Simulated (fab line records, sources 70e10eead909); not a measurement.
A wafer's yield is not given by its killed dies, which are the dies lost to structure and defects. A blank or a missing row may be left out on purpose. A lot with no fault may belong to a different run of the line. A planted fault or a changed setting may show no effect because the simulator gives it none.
fab line records + flow nand-harc + part 2 of 2: steps 23 to 28 of 28
record:
- lots: 5
- wafers: 15
- last-day: 24
route steps=1159 shown A_CONTACT@917
lots untouched by any fault: they come from a run of this same line in which no faults occurred
start-h: hours from the record's first day to the start of the lot's first wafer shown + wait-h: hours elapsed since this lot's preceding step + " identical to the entry in the row above + L1.1+2: a row that stands for several wafers + - no value present, or no start provided + * or withheld: withheld + < > ~ a bound
route shown NAME@n: a module of which the file shows steps, and the number in the route of the first + usual: average and standard deviation across the fault-free wafers + same: alike in all rows + chamber/n: place in a boat + sites: readings site by site + _std_site: standard deviation of those values + _edge_site: inner sites' mean taken away from outer sites' mean + radius-mm: how far each site lies from the wafer's centre + mask NAME#n: copy n + behind: tool/chamber where the wafer was last shaped + hold: what put the lot on hold/how long, in hours/how the hold closed + device: names the non-switching transistor (n, p or np) + end of line: at the end of the route, the tests of the same wafers + step lacking rows: just its recipe + killed: not the wafer's yield, but the dies lost to structure and defects at the first sort + map: a wafer's dies, x killed, . not, _ none there
set.NAME: the run value of the setting; set.NAME@STEP: its run value at that earlier step + model.NAME: the simulator's own value behind a step, which no gauge read
lots at some steps of the route; a table a step, a row a wafer
services: when a tool's chamber went out of use (start-h, in hours from the record's first day, below 0 if earlier), for how many hours, and the reason
== steps ==
step: NHARC_A_CONTACT_ETCH_88
recipe:
- target-depth-a: 390
- over-etch-frac: 0.3
- time-s: 65
- ion-energy-ev: 80
- cf4-flow-sccm: 150
- ar-flow-sccm: 0
- rf-w: 300
- bias-w: 100
- chemistry: CF4
usual:
- chamber-pressure-mTorr: 50.00/0.046
- drypump-motor-current-A: 5.7/0.54
- oes-product-au: 1.000/0.0078
- rf-vpp-V: 151.3/1.2
- showerhead-plenum-p-Torr: 1.78/0.074
- throttle-valve-pct: 13.284/0.0098
same:
- over-etch-frac: 0.3
| lot.wafer | tool        | chamber | start-h | wait-h | chamber-pressure-mTorr | drypump-motor-current-A | oes-product-au | rf-hours-counter-h | rf-vpp-V | showerhead-plenum-p-Torr | throttle-valve-pct |
|-----------|-------------|---------|---------|--------|------------------------|-------------------------|----------------|--------------------|----------|--------------------------|--------------------|
| L079.4    | rie-diel-06 | 2       | 393.09  | 0.1    | 50.03                  | 5.0                     | 1.003          | 30                 | 152.7    | 1.85                     | 13.264             |
| L079.5    | "           | 3       | "       | "      | 50.03                  | 6.7                     | 0.979          | -                  | 151.8    | 1.85                     | 13.285             |
| L079.6    | "           | 0       | "       | "      | 50.00                  | 5.3                     | 0.999          | -                  | 150.1    | 1.74                     | 13.297             |
| L083.1    | rie-diel-06 | 1       | 441.84  | 0.1    | 50.01                  | 5.4                     | 1.005          | 3                  | 149.1    | 1.65                     | 13.269             |
| L083.3    | "           | 2       | "       | "      | 49.88                  | 5.0                     | 1.017          | 3                  | 151.8    | 1.85                     | 13.267             |
| L083.2    | "           | 3       | "       | "      | 50.05                  | 6.6                     | 1.009          | 3                  | 152.3    | 1.84                     | 13.301             |
| L095.2    | rie-diel-06 | 3       | 494.44  | 0.1    | 50.01                  | 6.6                     | 1.009          | 12                 | 151.4    | 1.84                     | 13.295             |
| L095.4    | "           | 1       | "       | "      | 50.03                  | 5.4                     | 1.008          | 14                 | 148.6    | 1.65                     | 13.271             |
| L095.3    | "           | 2       | "       | "      | 49.98                  | 5.1                     | 0.996          | 14                 | 152.4    | 1.84                     | 13.302             |
| L094.4    | rie-diel-06 | 2       | 498.74  | 0.1    | 49.97                  | 5.0                     | 1.012          | 16                 | 151.8    | 1.84                     | 13.296             |
| L094.1    | "           | 1       | "       | "      | 50.05                  | 5.4                     | 0.992          | 15                 | 149.8    | 1.65                     | 13.282             |
| L094.5    | "           | 3       | "       | "      | 50.07                  | 6.7                     | 1.012          | -                  | 151.9    | 1.84                     | 13.276             |
| L097.1    | rie-diel-06 | 2       | 515.76  | 0.1    | 49.96                  | 5.0                     | 1.000          | 19                 | 152.1    | 1.84                     | 13.287             |
| L097.2    | "           | 0       | "       | "      | 50.03                  | 5.3                     | 0.995          | 18                 | 151.0    | 1.74                     | 13.292             |
| L097.4    | "           | 1       | "       | "      | 50.00                  | 5.4                     | 0.999          | 18                 | 149.0    | 1.65                     | 13.274             |
step: NHARC_A_CONTACT_ETCH_89
recipe:
- target-depth-a: 2600
- over-etch-frac: 0.3
- time-s: 475.3
- ion-energy-ev: 200
- n2-flow-sccm: 150
- h2-flow-sccm: 150
- ar-flow-sccm: 0
- rf-w: 400
- bias-w: 150
- chemistry: N2/H2
usual:
- chamber-pressure-mTorr: 30.001/0.029
- drypump-motor-current-A: 5.7/0.57
- n2-flow-sccm: 150.0/0.49
- oes-product-au: 1.000/0.0082
- rf-vpp-V: 430.9/2.8
- showerhead-plenum-p-Torr: 2.06/0.096
- throttle-valve-pct: 14.171/0.0089
same:
- over-etch-frac: 0.3
| lot.wafer | tool        | chamber | start-h | wait-h | chamber-pressure-mTorr | drypump-motor-current-A | n2-flow-sccm | oes-product-au | rf-hours-counter-h | rf-vpp-V | showerhead-plenum-p-Torr | throttle-valve-pct |
|-----------|-------------|---------|---------|--------|------------------------|-------------------------|--------------|----------------|--------------------|----------|--------------------------|--------------------|
| L079.4    | rie-diel-06 | 0       | -       | -      | 29.995                 | 5.3                     | 150.0        | 0.995          | 27                 | 429.1    | 2.01                     | 14.167             |
| L079.5    | "           | 1       | "       | "      | 29.968                 | 5.5                     | 150.8        | 0.981          | -                  | 426.9    | 1.89                     | 14.170             |
| L079.6    | "           | 2       | "       | "      | 30.044                 | 5.1                     | 150.1        | 1.001          | -                  | 432.3    | 2.14                     | 14.166             |
| L083.2    | rie-diel-06 | 2       | -       | -      | 30.033                 | 5.1                     | 150.5        | 1.002          | 3                  | 433.5    | 2.14                     | 14.167             |
| L083.3    | "           | 3       | "       | "      | 30.033                 | 6.6                     | 149.8        | 1.007          | 3                  | 432.9    | 2.14                     | 14.173             |
| L083.1    | "           | 0       | "       | "      | 30.043                 | 5.3                     | 150.0        | 1.005          | 3                  | 429.0    | 2.01                     | 14.154             |
| L095.3    | rie-diel-06 | 2       | -       | -      | 29.954                 | 5.0                     | 150.4        | 1.006          | 14                 | 433.5    | 2.13                     | 14.180             |
| L095.4    | "           | 0       | "       | "      | 30.012                 | 5.3                     | 149.5        | 1.006          | 14                 | 431.4    | 2.00                     | 14.168             |
| L095.2    | "           | 1       | "       | "      | 30.007                 | 5.4                     | 149.3        | 1.004          | 14                 | 426.0    | 1.88                     | 14.160             |
| L094.4    | rie-diel-06 | 3       | -       | -      | 29.993                 | 6.6                     | 150.7        | 1.004          | 13                 | 433.6    | 2.13                     | 14.177             |
| L094.1    | "           | 0       | "       | "      | 30.074                 | 5.3                     | 150.0        | 1.013          | 15                 | 428.6    | 2.00                     | 14.163             |
| L094.5    | "           | 2       | "       | "      | 29.975                 | 5.0                     | 149.9        | 1.004          | -                  | 434.0    | 2.13                     | 14.162             |
| L097.1    | rie-diel-06 | 3       | -       | -      | 29.964                 | 6.6                     | 149.8        | 1.011          | 16                 | 433.9    | 2.13                     | 14.180             |
| L097.4    | "           | 0       | "       | "      | 29.974                 | 5.3                     | 150.9        | 1.016          | 18                 | 430.1    | 2.00                     | 14.168             |
| L097.2    | "           | 1       | "       | "      | 30.001                 | 5.4                     | 149.8        | 0.996          | 18                 | 425.2    | 1.88                     | 14.157             |
step: NHARC_A_CONTACT_ETCH_30
recipe:
- target-depth-a: 605
- time-s: 30.2
- cf4-flow-sccm: 100
- chf3-flow-sccm: 30
- ar-flow-sccm: 0
- rf-w: 500
- bias-w: 200
- chemistry: CF4/CHF3
usual:
- chamber-pressure-mTorr: 25.003/0.022
- drypump-motor-current-A: 5.7/0.55
- oes-product-au: 0.928/0.013
- rf-vpp-V: 370.8/2.4
- showerhead-plenum-p-Torr: 1.58/0.07
- throttle-valve-pct: 16.802/0.0078
| lot.wafer | tool        | chamber | start-h | wait-h | chamber-pressure-mTorr | drypump-motor-current-A | oes-product-au | rf-hours-counter-h | rf-vpp-V | showerhead-plenum-p-Torr | throttle-valve-pct |
|-----------|-------------|---------|---------|--------|------------------------|-------------------------|----------------|--------------------|----------|--------------------------|--------------------|
| L079.4    | rie-diel-06 | 2       | -       | -      | 25.048                 | 5.0                     | 0.928          | 31                 | 373.9    | 1.64                     | 16.811             |
| L079.5    | "           | 2       | "       | "      | 24.995                 | 5.0                     | 0.923          | -                  | 372.8    | 1.64                     | 16.806             |
| L079.6    | "           | 3       | "       | "      | 25.037                 | 6.6                     | 0.913          | -                  | 373.3    | 1.64                     | 16.796             |
| L083.3    | rie-diel-06 | 1       | -       | -      | 25.017                 | 5.5                     | 0.984          | 3                  | 367.1    | 1.47                     | 16.795             |
| L083.2    | "           | 2       | "       | "      | 25.046                 | 5.0                     | 0.973          | 3                  | 373.1    | 1.64                     | 16.798             |
| L083.1    | "           | 3       | "       | "      | 24.981                 | 6.6                     | 0.963          | 3                  | 371.4    | 1.64                     | 16.792             |
| L095.3    | rie-diel-06 | 0       | -       | -      | 25.023                 | 5.3                     | 0.930          | 14                 | 369.3    | 1.55                     | 16.800             |
| L095.4    | "           | 1       | "       | "      | 24.990                 | 5.4                     | 0.924          | 14                 | 366.8    | 1.46                     | 16.811             |
| L095.2    | "           | 2       | "       | "      | 25.036                 | 5.0                     | 0.918          | 15                 | 373.6    | 1.64                     | 16.800             |
| L094.1    | rie-diel-06 | 3       | -       | -      | 25.021                 | 6.6                     | 0.941          | 13                 | 372.7    | 1.64                     | 16.796             |
| L094.4    | "           | 0       | "       | "      | 24.984                 | 5.3                     | 0.939          | 15                 | 370.4    | 1.55                     | 16.799             |
| L094.5    | "           | 2       | "       | "      | 24.990                 | 5.0                     | 0.927          | -                  | 371.2    | 1.64                     | 16.779             |
| L097.1    | rie-diel-06 | 0       | -       | -      | 25.026                 | 5.3                     | 0.934          | 18                 | 368.9    | 1.55                     | 16.797             |
| L097.2    | "           | 1       | "       | "      | 25.014                 | 5.4                     | 0.924          | 19                 | 366.4    | 1.46                     | 16.800             |
| L097.4    | "           | 2       | "       | "      | 24.997                 | 5.0                     | 0.931          | 20                 | 373.1    | 1.64                     | 16.796             |
step: NHARC_A_CONTACT_ETCH_31
recipe:
- target-depth-a: 20000
- over-etch-frac: 0.3
- time-s: 520
- ion-energy-ev: 150
- o2-flow-sccm: 400
- cos-flow-sccm: 20
- ar-flow-sccm: 0
- rf-w: 500
- bias-w: 300
- chemistry: O2/COS
usual:
- chamber-pressure-mTorr: 20.001/0.017
- drypump-motor-current-A: 5.7/0.56
- o2-flow-sccm: 399.9/1.3
- oes-product-au: 0.998/0.0078
- rf-vpp-V: 314.5/2.1
- showerhead-plenum-p-Torr: 3.14/0.13
- throttle-valve-pct: 28.330/0.0085
same:
- over-etch-frac: 0.3
| lot.wafer | tool        | chamber | start-h | wait-h | chamber-pressure-mTorr | drypump-motor-current-A | o2-flow-sccm | oes-product-au | rf-hours-counter-h | rf-vpp-V | showerhead-plenum-p-Torr | throttle-valve-pct |
|-----------|-------------|---------|---------|--------|------------------------|-------------------------|--------------|----------------|--------------------|----------|--------------------------|--------------------|
| L079.4    | rie-diel-06 | 3       | -       | -      | 19.996                 | 6.6                     | 401.5        | 0.983          | 31                 | 315.4    | 3.26                     | 28.322             |
| L079.6    | "           | 3       | "       | "      | 20.021                 | 6.6                     | 398.5        | 0.986          | -                  | 317.2    | 3.26                     | 28.330             |
| L079.5    | "           | 0       | "       | "      | 20.000                 | 5.3                     | 396.9        | 1.010          | -                  | 313.8    | 3.08                     | 28.319             |
| L083.2    | rie-diel-06 | 2       | -       | -      | 20.010                 | 5.0                     | 400.0        | 1.010          | 3                  | 314.4    | 3.26                     | 28.353             |
| L083.1    | "           | 3       | "       | "      | 20.003                 | 6.7                     | 401.2        | 1.002          | 3                  | 314.8    | 3.26                     | 28.320             |
| L083.3    | "           | 0       | "       | "      | 19.992                 | 5.3                     | 399.8        | 0.998          | 3                  | 312.7    | 3.07                     | 28.331             |
| L095.4    | rie-diel-06 | 2       | -       | -      | 19.992                 | 5.1                     | 398.6        | 0.997          | 15                 | 316.9    | 3.25                     | 28.312             |
| L095.2    | "           | 0       | "       | "      | 19.994                 | 5.3                     | 399.6        | 1.003          | 14                 | 313.2    | 3.07                     | 28.335             |
| L095.3    | "           | 1       | "       | "      | 19.991                 | 5.4                     | 400.1        | 0.996          | 14                 | 310.0    | 2.90                     | 28.325             |
| L094.1    | rie-diel-06 | 3       | -       | -      | 20.006                 | 6.6                     | 399.5        | 0.995          | 14                 | 316.1    | 3.25                     | 28.342             |
| L094.4    | "           | 1       | "       | "      | 19.974                 | 5.5                     | 399.7        | 0.988          | 15                 | 312.9    | 2.90                     | 28.328             |
| L094.5    | "           | 3       | "       | "      | 19.986                 | 6.7                     | 398.0        | 0.990          | -                  | 316.0    | 3.25                     | 28.328             |
| L097.1    | rie-diel-06 | 1       | -       | -      | 19.999                 | 5.4                     | 402.4        | 0.998          | 19                 | 312.4    | 2.90                     | 28.327             |
| L097.2    | "           | 2       | "       | "      | 20.021                 | 5.0                     | 398.2        | 0.998          | 20                 | 316.6    | 3.25                     | 28.331             |
| L097.4    | "           | 3       | "       | "      | 20.033                 | 6.6                     | 401.0        | 1.004          | 17                 | 316.2    | 3.25                     | 28.320             |
step: NHARC_A_CONTACT_ETCH_134
recipe:
- source-w: withheld
- pressure-mtorr: 20
- bias-v: withheld
- time-s: 140
- target-depth-a: 7000
- ar-flow-sccm: withheld
- c4f8-flow-sccm: withheld
- o2-flow-sccm: withheld
- chemistry: C4F8/O2/Ar
usual:
- chamber-pressure-mTorr: 20.001/0.02
| lot.wafer | tool            | chamber | start-h | wait-h | chamber-pressure-mTorr | rf-hours-counter-h |
|-----------|-----------------|---------|---------|--------|------------------------|--------------------|
| L079.4    | har-cap-etch-02 | 1       | 394.07  | -      | 19.980                 | -                  |
| L079.6    | "               | 1       | "       | "      | 20.000                 | -                  |
| L079.5    | "               | 0       | "       | "      | 20.001                 | -                  |
| L083.2    | har-cap-etch-01 | 1       | 442.75  | -      | 19.985                 | 69                 |
| L083.1    | "               | 0       | "       | "      | 19.983                 | 69                 |
| L083.3    | "               | 0       | "       | "      | 19.961                 | -                  |
| L095.2    | har-cap-etch-03 | 1       | 495.36  | -      | 20.037                 | 104                |
| L095.4    | "               | 1       | "       | "      | 20.024                 | -                  |
| L095.3    | "               | 0       | "       | "      | 19.979                 | -                  |
| L094.1    | har-cap-etch-03 | 1       | 499.65  | -      | 19.967                 | 105                |
| L094.4    | "               | 0       | "       | "      | 20.000                 | -                  |
| L094.5    | "               | 0       | "       | "      | 20.008                 | -                  |
| L097.2    | har-cap-etch-02 | 1       | 516.67  | -      | 19.992                 | 35                 |
| L097.1    | "               | 0       | "       | "      | 20.020                 | 35                 |
| L097.4    | "               | 0       | "       | "      | 20.008                 | -                  |
step: NHARC_A_CONTACT_ETCH_135
recipe:
- source-w: withheld
- pressure-mtorr: 20
- bias-v: 3000
- time-s: 132
- target-depth-a: 12870
- ar-flow-sccm: withheld
- c4f8-flow-sccm: withheld
- o2-flow-sccm: withheld
- chemistry: C4F8/O2/Ar
usual:
- chamber-pressure-mTorr: 20.003/0.019
| lot.wafer | tool            | chamber | start-h | wait-h | chamber-pressure-mTorr | rf-hours-counter-h |
|-----------|-----------------|---------|---------|--------|------------------------|--------------------|
| L079.4    | har-cap-etch-02 | 1       | 394.25  | 0.1    | 20.009                 | -                  |
| L079.6    | "               | 1       | "       | "      | 19.983                 | -                  |
| L079.5    | "               | 0       | "       | "      | 19.994                 | -                  |
| L083.2    | har-cap-etch-01 | 1       | 442.94  | 0.2    | 20.010                 | 69                 |
| L083.1    | "               | 0       | "       | "      | 20.019                 | 69                 |
| L083.3    | "               | 0       | "       | "      | 20.026                 | -                  |
| L095.2    | har-cap-etch-03 | 1       | 495.57  | 0.2    | 20.009                 | 104                |
| L095.4    | "               | 1       | "       | "      | 20.017                 | -                  |
| L095.3    | "               | 0       | "       | "      | 20.021                 | -                  |
| L094.1    | har-cap-etch-03 | 1       | 499.85  | 0.2    | 19.956                 | 105                |
| L094.4    | "               | 0       | "       | "      | 19.998                 | -                  |
| L094.5    | "               | 0       | "       | "      | 19.991                 | -                  |
| L097.2    | har-cap-etch-02 | 1       | 516.87  | 0.2    | 19.973                 | 35                 |
| L097.1    | "               | 0       | "       | "      | 20.005                 | 35                 |
| L097.4    | "               | 0       | "       | "      | 20.025                 | -                  |
== services ==
| tool            | chamber | start-h | hours | kind   |
|-----------------|---------|---------|-------|--------|
| arfi-scanner-01 | -       | 368.00  | 4.0   | pm     |
| arfi-scanner-02 | -       | 370.11  | 1.8   | repair |
| wet-bench-03    | -       | 371.25  | 8.0   | pm     |
| pecvd-04        | -       | 376.80  | 13.0  | pm     |
| arfi-scanner-02 | -       | 379.52  | 0.4   | repair |
| pecvd-04        | -       | 391.06  | 0.7   | repair |
| arfi-scanner-03 | -       | 398.61  | 7.8   | repair |
| arfi-scanner-01 | -       | 400.32  | 8.4   | repair |
| acl-dep-03      | -       | 405.36  | 13.0  | pm     |
| arfi-scanner-01 | -       | 414.59  | 13.8  | repair |
| rie-diel-06     | -       | 418.20  | 9.0   | pm     |
| pecvd-01        | -       | 418.57  | 13.0  | pm     |
| arfi-scanner-02 | -       | 428.00  | 4.0   | pm     |
| arfi-scanner-02 | -       | 435.73  | 0.7   | repair |
| litho-track-01  | -       | 443.00  | 7.0   | pm     |
| pecvd-01        | 0       | 451.17  | 19.6  | repair |
| rie-diel-13     | -       | 453.14  | 9.0   | pm     |
| litho-track-06  | -       | 467.00  | 7.0   | pm     |
| wet-bench-03    | -       | 473.19  | 0.8   | repair |
| rie-diel-06     | 3       | 475.93  | 7.0   | repair |
| wet-bench-06    | -       | 481.60  | 8.0   | pm     |
| litho-track-04  | -       | 491.00  | 7.0   | pm     |
| arfi-scanner-02 | -       | 491.60  | 0.3   | repair |
| wet-bench-04    | -       | 515.24  | 8.0   | pm     |
